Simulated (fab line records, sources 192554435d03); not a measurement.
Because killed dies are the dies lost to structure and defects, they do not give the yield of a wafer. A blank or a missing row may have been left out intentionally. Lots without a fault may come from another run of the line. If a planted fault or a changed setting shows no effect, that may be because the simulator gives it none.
Comparing a struck lot with a sound one + flow n5 finfet + 16 steps out of a route of 1938
Sound: wafers L850.2, L850.3, L850.6. Struck: wafers L860.2, L860.3, L860.6. The cause comes at the end.
Order at every step that has rows: each side's tool, ch and its chambers, its first start. Under that, the readings that differ: sound wafers + struck wafers + difference of the means + sigmas: that difference in standard deviations of wafers without a fault.
alike: words and numbers the same on both sides, and readings whose means are apart by under 2 such deviations; not compared: readings that were withheld, readings missing a value for some wafer, numbers with overlapping values and no deviation given by the record, and bounds like >300 which may hide the same value.
The two part at a step that has a row with sigmas, a row that says differs or no value, or rows on one side only. Numbers that have no deviation but don't overlap get no sigmas and don't part them. Lack of a reading on every wafer of one side parts them only where that side has two or more wafers.

N5_BEOL_M4_STRIP_97: strips in N2/H2, time 10 s.
  sound: rie diel-04 ch 1,3; struck: rie diel-04 ch 1,2
  alike: drypump motor current A, oes product au, rf vpp V, showerhead plenum p Torr, throttle valve pct
  not compared: rf hours counter h
N5_BEOL_M4_OCD_MEAS_38:
  sound on ocd-01, day 7 20:26; struck on ocd-02, day 10 10:04
  alike: trench depth nm
then, 4 steps without rows for these wafers: N5_BEOL_M4_HM_STRIP_39 (strips TiN in peroxide tin strip, target depth 25 nm, time 158 s); N5_BEOL_M4_SRD_40 (time 30 s); N5_BEOL_M4_PRECLEAN_42 (cleans in residue remover, time 60 s); N5_BEOL_M4_SRD_43 (time 30 s).
N5_BEOL_M4_CD_MEAS_35: target cd 18 nm, target cd y 22.4 nm.
  sound on cd sem-02, day 7 20:36; struck on cd sem-02, day 10 10:13
  alike: cd nm
then, 1 step without rows for these wafers: N5_BEOL_M4_DEGAS_44 (time 60 s).
N5_BEOL_M4_PRE_CLEAN_45: time 30 s.
  sound on pvd sputter-02, day 7 20:55; struck on pvd sputter-03, day 10 11:05
  alike: heater power w
N5_BEOL_M4_ALD_84: deposits TaN, pulse time 2 s, purge time 3 s, co reactant purge time 2 s.
  sound on ald metal-02 ch 1,2, day 7 20:59; struck on ald metal-01 ch 0,2,3, day 10 11:09
  alike: heater power w
N5_BEOL_M4_SURFACE_TREAT_85:
  sound on pvd sputter-02, day 7 21:16; struck on pvd sputter-01, day 10 11:22
  not compared: throttle valve pct
then, 1 step without rows for these wafers: N5_BEOL_M4_CVD_47 (deposits Co from CCTBA/H2, target thk 3 nm, time 223.8 s).
N5_BEOL_M4_SPUTTER_48: material Cu, target thk 4.5 nm, time 8.29 s.
  sound on pvd sputter-01, day 7 21:45; struck on pvd sputter-01, day 10 11:38
  no value came back on the struck wafers for chamber pressure pa (Pa), chuck gas flow sccm (sccm), substrate temp c (C), throttle valve pct (%); on the sound wafers chamber pressure pa (Pa) reads 0.06978 0.07007 0.06993
N5_BEOL_M4_ANNEAL_49: time 240 s.
  sound on pvd sputter-01, day 7 21:50; struck on pvd sputter-01, day 10 11:43
  alike: heater power w, susceptor_temp_C_max
N5_BEOL_M4_RC_MEAS_101:
  sound on prober-01 ch 0, day 8 00:54; struck on prober-01 ch 0, day 10 14:39
  alike: DIBL_N, DIBL_P, IOFF_N, IOFF_P, ION_N, ION_P, SS_N, SS_P, VT_N, VT_P
-- a jump in the record: the struck wafers' starts before and after are 4 days apart (it breaks off in module BEOL_M4 and resumes in module PASSIVATION, where the first step shown is number 1936 of the route) --
N5_PASSIVATION_PROBE_49:
  only the struck wafers here have rows in the record (prober-01, day 15 01:25); the sound ones have none

WHERE THEY PART
Earliest at N5_BEOL_M4_SPUTTER_48; latest, in this record, at N5_PASSIVATION_PROBE_49.

WHY: what had been put in by the simulator
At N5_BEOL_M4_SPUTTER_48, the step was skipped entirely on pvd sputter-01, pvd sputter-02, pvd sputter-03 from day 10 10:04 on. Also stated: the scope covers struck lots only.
